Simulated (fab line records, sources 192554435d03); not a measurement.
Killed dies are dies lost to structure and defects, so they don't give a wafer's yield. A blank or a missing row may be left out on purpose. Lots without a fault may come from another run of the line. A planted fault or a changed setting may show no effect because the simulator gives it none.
Chamber matching | flow n5_finfet | N5_MOL_CONTACT_COAG_ETCH_89 on rie_diel-04: 4 sister chambers
The step etches underlayer in N2/H2, target depth 13 nm, time 10.4 s. 7 wafers are shown with their chamber, then 7 later ones without.

WAFERS WITH THEIR CHAMBER
wafer  | chamber | throttle_valve_pct (%) | drypump_motor_current_A (A)
L085.2 | 3       | 17.92                  | 5.6
L085.5 | 0       | 17.88                  | 5.5
L087.2 | 0       | 17.86                  | 5.5
L087.3 | 1       | 17.61                  | 6.2
L087.4 | 2       | 18.14                  | 5.9
L089.2 | 1       | 17.61                  | 6.1
L089.3 | 3       | 17.94                  | 5.6

WAFERS WITHOUT THEIR CHAMBER
wafer  | throttle_valve_pct (%) | drypump_motor_current_A (A)
L089.6 | 17.90                  | 5.5
L095.2 | 17.64                  | 6.1
L095.3 | 17.90                  | 5.5
L095.5 | 18.14                  | 5.9
L096.2 | 17.91                  | 5.5
L096.4 | 18.16                  | 5.8
L096.6 | 17.90                  | 5.5

WHICH CHAMBER EACH WENT THROUGH
wafer  | from the rows above     | in truth
L089.6 | can't be placed: 0 or 3 | 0
L095.2 | 1                       | 1
L095.3 | can't be placed: 0 or 3 | 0
L095.5 | 2                       | 2
L096.2 | can't be placed: 3 or 0 | 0
L096.4 | 2                       | 2
L096.6 | can't be placed: 0 or 3 | 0
Placed correctly: 3 of 7. Can't be placed from these rows: 4 (the true chamber is among the candidates in 4). Placed wrongly: 0.
How it was worked out, from the rows above alone: a wafer's distance from a chamber is the root of the sum, over the readings, of the square of ((its reading less the chamber's mean) divided by the reading's scatter). The wafer belongs to the nearest chamber; if the next one is less than 2 further off, it can't be placed. A chamber's mean is the mean of its shown wafers. The scatter: the root of (the sum of the squares of (reading less its chamber's mean) over the shown wafers, divided by (wafers less chambers)).
